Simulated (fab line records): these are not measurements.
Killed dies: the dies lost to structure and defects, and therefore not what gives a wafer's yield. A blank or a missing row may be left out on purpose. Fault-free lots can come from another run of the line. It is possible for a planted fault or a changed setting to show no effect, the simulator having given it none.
Comparing a struck lot with a sound one ; flow n5_finfet ; 35 steps out of a route of 1938
Sound: wafers L684.1, L684.2, L684.4. The struck wafers were L690.3, L690.4, L690.5. The cause is given at the end.
Per side, at each step with rows, come the tool, then ch with its chambers, and then its first start. Under that, the readings that differ: sound wafers ; struck wafers ; difference of the means ; sigmas: that difference in standard deviations of wafers without a fault.
alike: a reading whose means differ by less than 2 such deviations, as well as words and numbers matching on both sides. not compared: withheld readings; readings where some wafer has no value; bounds like >300 that might hide an equal value; numbers whose values overlap and for which the record gives no deviation.
A row with sigmas, a row that says differs or no value, or rows on one side alone: a step with any of these is where the two part. Numbers that have no deviation but don't overlap get no sigmas and don't part them. Lack of a reading on every wafer of one side parts them only where that side has two or more wafers.

first, 11 steps without rows for these wafers: N5_BEOL_M6_HM_STRIP_39 (strips TiN in peroxide tin strip, target depth 25 nm, time 158 s); N5_BEOL_M6_SRD_40 (time 30 s); N5_BEOL_M6_PRECLEAN_42 (cleans in residue remover, time 60 s); N5_BEOL_M6_SRD_43 (time 30 s); N5_BEOL_M6_CURE_75 (cures SiCOH lowk, time 120 s); N5_BEOL_M6_DEGAS_44 (time 60 s); N5_BEOL_M6_PRE_CLEAN_45 (time 30 s); N5_BEOL_M6_ALD_77 (deposits TaN, target thk 2 nm, pulse time 2 s, purge time 3 s); N5_BEOL_M6_SURFACE_TREAT_79; N5_BEOL_M6_CVD_78 (deposits Co from CCTBA/H2, target thk 2 nm, time 142.3 s); N5_BEOL_M6_SPUTTER_48 (material Cu, target thk 10 nm, time 1.667 s).
N5_BEOL_M6_ECD_50: material Cu, target thk 300 nm.
  sound on ecd_cu-01 ch 0,1, day 9 19:28; struck on ecd_cu-02 ch 0,1, day 11 06:09
then, 22 steps without rows for these wafers: N5_BEOL_M6_ANNEAL_51 (time 90 s); N5_BEOL_M6_CMP_52 (polishes, stops on SiCOH lowk, t overpolish 6.9 s, target thk 80 nm); N5_BEOL_M6_PRE_CLEAN_55 (time 15 s); N5_BEOL_M6_DEP_56 (deposits SiCN from 3MS/NH3, target thk 10 nm, time 17.5 s); N5_BEOL_M7_ILD_DEP_00 (deposits SiCOH lowk from DEMS/porogen, target thk 179.75 nm, time 33.4 s); N5_BEOL_M7_CURE_74 (cures SiCOH lowk, time 240 s); N5_BEOL_M7_PECVD_70 (deposits SiO2 from TEOS/O2, target thk 20 nm, time 22.7 s); N5_BEOL_M7_HM_DEP_02 (deposits TiN, target thk 20 nm); N5_BEOL_M7_COAT_59 (time 60 s, resist thk 100 nm); N5_BEOL_M7_COAT_60 (time 60 s, resist thk 35 nm); N5_BEOL_M7_COAT_05 (resist thk 90 nm); N5_BEOL_M7_EBR_07; N5_BEOL_M7_SOFTBAKE_06 (time 60 s); N5_BEOL_M7_EXPOSE_08 (exposes mask M7); N5_BEOL_M7_PEB_09 (peb time 60 s); N5_BEOL_M7_DEVELOP_10 (develop time 30 s); N5_BEOL_M7_DESCUM_16 (chemistry O2, time 7.9 s); N5_BEOL_M7_ETCH_61 (etches SiARC in CF4, target depth 45.5 nm, time 75.8 s); N5_BEOL_M7_ETCH_62 (etches SOC in N2/H2, target depth 110 nm, overetch 22 nm, time 165 s); N5_BEOL_M7_STRIP_68 (strips in N2/H2); N5_BEOL_M7_STRIP_67 (strips in CF4); N5_BEOL_M7_HM_OPEN_17 (chemistry Cl2/BCl3, target TiN, target depth 20 nm, overetch 6 nm).
-- the record jumps here: 4 days lie between the struck wafers' starts before and after (it left off in module BEOL_M7 and takes up again in module PASSIVATION, whose first step shown is number 1936 of the route) --
N5_PASSIVATION_PROBE_49:
  sound on prober-01 at day 13 06:46; struck on prober-01 at day 14 21:02
reading;sound;struck;difference;sigmas
defect_limited_yield (%);92.1 87.5 90.3;64.1 63.0 65.8;-25.7;-18
killed_at_M0_to_M3;49 73 47;35 34 32;-23;-2
killed_at_M4_up;3 17 6;340 361 319;+331;+64
killed_dies;93 147 115;424 437 403;+303;+18
killed_on_rim;8 21 13;57 58 43;+39;+11
sort_bin_5_function (%);4.4 7.5 6.1;22.8 21.5 21.7;+16.0;+18
sort_bin_6_memory (%);2.9 4.7 3.3;11.3 13.4 11.1;+8.3;+12
sort_n_pass;1087 1033 1065;756 743 777;-303;-18
sort_yield_pct (%);92.1 87.5 90.3;64.1 63.0 65.8;-25.7;-18
  alike: killed_at_contacts, killed_at_front_end, killed_at_other, killed_open, killed_short

== WHERE THEY PART ==
N5_PASSIVATION_PROBE_49 only, going by this record.

WHY: whatever the simulator had introduced
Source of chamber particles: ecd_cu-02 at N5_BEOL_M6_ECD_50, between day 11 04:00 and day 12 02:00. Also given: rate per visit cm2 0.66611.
